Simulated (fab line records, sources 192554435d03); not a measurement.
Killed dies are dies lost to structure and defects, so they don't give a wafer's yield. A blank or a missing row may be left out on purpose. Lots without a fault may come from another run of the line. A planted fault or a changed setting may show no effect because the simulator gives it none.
Chamber matching | flow n5_finfet | N5_GATE_CUT_ETCH_37 on rie_diel-06: 4 sister chambers
The step etches SOC in N2/H2, target depth 60 nm, overetch 12 nm, time 90 s. 14 wafers are shown with their chamber, then 7 later ones without.

WAFERS WITH THEIR CHAMBER
wafer  | chamber | showerhead_plenum_p_Torr (Torr) | throttle_valve_pct (%) | drypump_motor_current_A (A)
L079.2 | 0       | 2.63                            | 17.83                  | 5.7
L079.4 | 0       | 2.63                            | 17.85                  | 5.7
L079.6 | 2       | 2.58                            | 17.99                  | 5.2
L081.3 | 2       | 2.58                            | 17.99                  | 5.2
L081.5 | 0       | 2.63                            | 17.87                  | 5.7
L081.6 | 3       | 2.61                            | 17.85                  | 5.8
L084.1 | 2       | 2.58                            | 18.00                  | 5.2
L084.3 | 0       | 2.62                            | 17.86                  | 5.7
L084.6 | 1       | 2.51                            | 18.32                  | 5.9
L085.1 | 2       | 2.58                            | 18.01                  | 5.2
L085.2 | 1       | 2.51                            | 18.32                  | 5.9
L085.3 | 0       | 2.62                            | 17.86                  | 5.8
L085.4 | 1       | 2.51                            | 18.33                  | 5.9
L085.5 | 2       | 2.58                            | 18.01                  | 5.2

SIGNATURES (means of the wafers above)
reading                  | chamber 0 | chamber 1 | chamber 2 | chamber 3 | scatter within a chamber
showerhead_plenum_p_Torr | 2.6260    | 2.5100    | 2.5800    | 2.6100    | 0.00346
throttle_valve_pct       | 17.8540   | 18.3233   | 18.0000   | 17.8500   | 0.0118
drypump_motor_current_A  | 5.720     | 5.900     | 5.200     | 5.800     | 0.0283
Rule: a wafer's distance from a chamber is the root of the sum, over the readings, of the square of ((its reading less the chamber's mean) divided by the reading's scatter). The wafer belongs to the nearest chamber; if the next one is less than 2 further off, it can't be placed. The scatter: the root of (the sum of the squares of (reading less its chamber's mean) over the shown wafers, divided by (wafers less chambers)).

WAFERS WITHOUT THEIR CHAMBER
wafer  | showerhead_plenum_p_Torr (Torr) | throttle_valve_pct (%) | drypump_motor_current_A (A)
L085.6 | 2.62                            | 17.88                  | 5.8
L087.2 | 2.62                            | 17.89                  | 5.8
L087.3 | 2.57                            | 18.01                  | 5.2
L087.6 | 2.51                            | 18.34                  | 5.9
L088.2 | 2.60                            | 17.38                  | 5.8
L088.4 | 2.57                            | 18.01                  | 5.2
L088.6 | 2.60                            | 17.41                  | 5.8

WHICH CHAMBER EACH WENT THROUGH
wafer  | from the rows above     | in truth
L085.6 | can't be placed: 3 or 0 | 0
L087.2 | can't be placed: 3 or 0 | 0
L087.3 | 2                       | 2
L087.6 | 1                       | 1
L088.2 | can't be placed: 3 or 0 | 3
L088.4 | 2                       | 2
L088.6 | can't be placed: 3 or 0 | 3
Placed correctly: 3 of 7. Can't be placed from these rows: 4 (the true chamber is among the candidates in 4). Placed wrongly: 0.
